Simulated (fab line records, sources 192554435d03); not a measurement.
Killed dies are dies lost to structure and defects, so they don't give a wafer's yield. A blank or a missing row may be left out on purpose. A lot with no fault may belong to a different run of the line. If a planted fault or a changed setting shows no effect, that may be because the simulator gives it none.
Shared-tool check / flow n5Finfet / 28 wafers sampled across 10 lots

WHY IT WAS OPENED
At N5_BEOL_M11_CD_MEAS_11 the reading cdNm is flagged on 2 of 10 lots. No-fault wafers: 63.8 nm, standard deviation 0.56.
Rule: a lot is flagged when every wafer of it that has a number lies more than 4 standard deviations from that mean, or none has a number. All remaining lots are regarded as sound.

lot=L234; measured=day 10 02:31; on=cdSem-01; cdNm (nm), wafer by wafer=64.1 64.7 63.6; flag=
lot=L235; measured=day 10 17:01; on=cdSem-01; cdNm (nm), wafer by wafer=62.7 63.8 63.1; flag=
lot=L236; measured=day 11 00:11; on=cdSem-02; cdNm (nm), wafer by wafer=64.8 64.1; flag=
lot=L240; measured=day 11 20:49; on=cdSem-03; cdNm (nm), wafer by wafer=64.3 63.6 64.2; flag=
lot=L242; measured=day 12 12:25; on=cdSem-02; cdNm (nm), wafer by wafer=63.9 63.9; flag=
lot=L247; measured=day 14 00:05; on=cdSem-03; cdNm (nm), wafer by wafer=69.4 68.7 68.4; flag=FLAGGED
lot=L248; measured=day 14 04:05; on=cdSem-01; cdNm (nm), wafer by wafer=64.6 64.6 64.2; flag=
lot=L250; measured=day 14 16:53; on=cdSem-01; cdNm (nm), wafer by wafer=66.7 67.7 67.2; flag=FLAGGED
lot=L252; measured=day 14 21:47; on=cdSem-03; cdNm (nm), wafer by wafer=63.8 63.3 63.0; flag=
lot=L253; measured=day 15 02:29; on=cdSem-02; cdNm (nm), wafer by wafer=64.0 64.2 62.6; flag=
On average the flagged lots' numbers are 68.0 nm, which is +4.2 nm against the usual, or +8 standard deviations.

WHICH TOOL RAN EACH LOT
The record holds 2 process steps before the reading, out of a route of 1938 steps. In each cell: the tool, then ch and the chambers that the sampled wafers went through, then the start.
lot=L234; flag=; N5_BEOL_M11_CURE_71=uvCure-01 ch 1, day 9 22:40; N5_BEOL_M11_EXPOSE_08=arfiScanner-02 ch 0, day 10 02:24
lot=L235; flag=; N5_BEOL_M11_CURE_71=uvCure-03 ch 0, day 10 14:23; N5_BEOL_M11_EXPOSE_08=arfiScanner-02 ch 0, day 10 16:54
lot=L236; flag=; N5_BEOL_M11_CURE_71=uvCure-03 ch 0, day 10 22:37; N5_BEOL_M11_EXPOSE_08=arfiScanner-01 ch 0, day 11 00:04
lot=L240; flag=; N5_BEOL_M11_CURE_71=uvCure-02 ch 0, day 11 19:02; N5_BEOL_M11_EXPOSE_08=arfiScanner-01 ch 0, day 11 20:42
lot=L242; flag=; N5_BEOL_M11_CURE_71=uvCure-01 ch 0, day 12 10:36; N5_BEOL_M11_EXPOSE_08=arfiScanner-02 ch 0, day 12 12:18
lot=L247; flag=FLAGGED; N5_BEOL_M11_CURE_71=uvCure-01 ch 1, day 13 21:08; N5_BEOL_M11_EXPOSE_08=arfiScanner-02 ch 0, day 13 23:58
lot=L248; flag=; N5_BEOL_M11_CURE_71=uvCure-01 ch 1, day 14 01:35; N5_BEOL_M11_EXPOSE_08=arfiScanner-01 ch 0, day 14 03:57
lot=L250; flag=FLAGGED; N5_BEOL_M11_CURE_71=uvCure-02 ch 1, day 14 15:38; N5_BEOL_M11_EXPOSE_08=arfiScanner-02 ch 0, day 14 16:45
lot=L252; flag=; N5_BEOL_M11_CURE_71=uvCure-03 ch 0, day 14 20:25; N5_BEOL_M11_EXPOSE_08=arfiScanner-03 ch 0, day 14 21:40
lot=L253; flag=; N5_BEOL_M11_CURE_71=uvCure-02 ch 1, day 14 23:48; N5_BEOL_M11_EXPOSE_08=arfiScanner-03 ch 0, day 15 02:22
These steps, and what they do:
- N5_BEOL_M11_CURE_71: cures SiCOH lowk, time 240 s.
- N5_BEOL_M11_EXPOSE_08: exposes mask M11.
- N5_BEOL_M11_CD_MEAS_11: target cd 64.1 nm.

FLAGGED AGAINST TOTAL, ONE TOOL AT A TIME (gauges that did the reading follow at the end)
step=N5_BEOL_M11_CURE_71; tool=uvCure-01; lots run=4; flagged=1; share of the flagged lots=some; sound lots run after its first flagged lot=1 (L248)
step=N5_BEOL_M11_CURE_71; tool=uvCure-02; lots run=3; flagged=1; share of the flagged lots=some; sound lots run after its first flagged lot=1 (L253)
step=N5_BEOL_M11_CURE_71; tool=uvCure-03; lots run=3; flagged=0; share of the flagged lots=none; sound lots run after its first flagged lot=-
step=N5_BEOL_M11_EXPOSE_08; tool=arfiScanner-01; lots run=3; flagged=0; share of the flagged lots=none; sound lots run after its first flagged lot=-
step=N5_BEOL_M11_EXPOSE_08; tool=arfiScanner-02; lots run=5; flagged=2; share of the flagged lots=all; sound lots run after its first flagged lot=0
step=N5_BEOL_M11_EXPOSE_08; tool=arfiScanner-03; lots run=2; flagged=0; share of the flagged lots=none; sound lots run after its first flagged lot=-
step=N5_BEOL_M11_CD_MEAS_11; tool=cdSem-01; lots run=4; flagged=1; share of the flagged lots=some; sound lots run after its first flagged lot=0
step=N5_BEOL_M11_CD_MEAS_11; tool=cdSem-02; lots run=3; flagged=0; share of the flagged lots=none; sound lots run after its first flagged lot=-
step=N5_BEOL_M11_CD_MEAS_11; tool=cdSem-03; lots run=3; flagged=1; share of the flagged lots=some; sound lots run after its first flagged lot=1 (L252)

THE TABLE: WHAT IT ALLOWS
Rows of the table that ran each flagged lot: 1, that is arfiScanner-02 at N5_BEOL_M11_EXPOSE_08.
- arfiScanner-02 at N5_BEOL_M11_EXPOSE_08 ran 5 lots, 2 of them flagged. It ran its last sound lot, L242, at day 12 12:18 and its first flagged lot, L247, at day 13 23:58: a fault with its onset between the two fits. Its own readings lie more than 4 standard deviations out on every wafer of the flagged lots: exposureDoseMJCm2.
What remains is a single tool, arfiScanner-02 at N5_BEOL_M11_EXPOSE_08.

WHAT THE SIMULATOR HAD PUT IN
Drift in process parameters on arfiScanner-02 at N5_BEOL_M11_EXPOSE_08, starting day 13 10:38. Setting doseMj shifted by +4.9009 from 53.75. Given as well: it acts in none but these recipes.
Lots struck among those shown: L247, L250. The rule given above showed the same thing.
